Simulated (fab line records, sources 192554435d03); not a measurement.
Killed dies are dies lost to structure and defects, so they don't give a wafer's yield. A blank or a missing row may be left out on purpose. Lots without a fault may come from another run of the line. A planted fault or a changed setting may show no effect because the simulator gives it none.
Chamber matching | flow n5_finfet | N5_BEOL_M5_CO_CAP_78 on cvd_co-01: 3 sister chambers
The step material Co, precursor CCTBA/H2, target thk 2 nm, time 102.1 s. 30 wafers are shown with their chamber, then 12 later ones without.

WAFERS WITH THEIR CHAMBER
wafer  | chamber | heater_power_w (W) | heater_power_outer_w (W)
L074.2 | 0       | 247                | 116
L074.3 | 1       | 188                | 94
L074.6 | 1       | 187                | 92
L075.3 | 2       | 213                | 118
L075.4 | 0       | 244                | 122
L075.6 | 2       | 206                | 122
L077.2 | 0       | 250                | 120
L077.4 | 0       | 248                | 121
L077.6 | 2       | 205                | 120
L078.3 | 1       | 184                | 96
L078.4 | 1       | 190                | 95
L078.5 | 0       | 247                | 121
L079.1 | 1       | 187                | 95
L079.3 | 0       | 250                | 123
L079.5 | 2       | 207                | 119
L080.3 | 0       | 245                | 120
L080.4 | 0       | 241                | 117
L080.5 | 1       | 188                | 95
L081.1 | 0       | 255                | 120
L081.2 | 1       | 187                | 96
L081.3 | 2       | 208                | 117
L081.4 | 1       | 187                | 93
L081.5 | 2       | 212                | 115
L081.6 | 0       | 247                | 119
L083.1 | 1       | 183                | 93
L083.3 | 2       | 209                | 120
L083.6 | 0       | 248                | 125
L086.3 | 2       | 214                | 117
L086.4 | 2       | 215                | 122
L086.5 | 0       | 251                | 120

SIGNATURES (means of the wafers above)
reading              | chamber 0 | chamber 1 | chamber 2 | scatter within a chamber
heater_power_w       | 247.75    | 186.78    | 209.89    | 3.26
heater_power_outer_w | 120.33    | 94.33     | 118.89    | 2.16
Rule: a wafer's distance from a chamber is the root of the sum, over the readings, of the square of ((its reading less the chamber's mean) divided by the reading's scatter). The wafer belongs to the nearest chamber; if the next one is less than 2 further off, it can't be placed. The scatter: the root of (the sum of the squares of (reading less its chamber's mean) over the shown wafers, divided by (wafers less chambers)).

WAFERS WITHOUT THEIR CHAMBER
wafer  | heater_power_w (W) | heater_power_outer_w (W)
L089.1 | 245                | 123
L089.4 | 188                | 94
L089.6 | 207                | 124
L090.1 | 214                | 118
L090.3 | 184                | 94
L090.4 | 245                | 122
L092.3 | 187                | 94
L092.5 | 214                | 119
L092.6 | 186                | 95
L093.1 | 184                | 95
L093.3 | 209                | 120
L093.5 | 211                | 119

WHICH CHAMBER EACH WENT THROUGH
wafer  | from the rows above | in truth
L089.1 | 0                   | 0
L089.4 | 1                   | 1
L089.6 | 2                   | 2
L090.1 | 2                   | 2
L090.3 | 1                   | 1
L090.4 | 0                   | 0
L092.3 | 1                   | 1
L092.5 | 2                   | 2
L092.6 | 1                   | 1
L093.1 | 1                   | 1
L093.3 | 2                   | 2
L093.5 | 2                   | 2
Placed correctly: 12 of 12. Can't be placed from these rows: 0. Placed wrongly: 0.
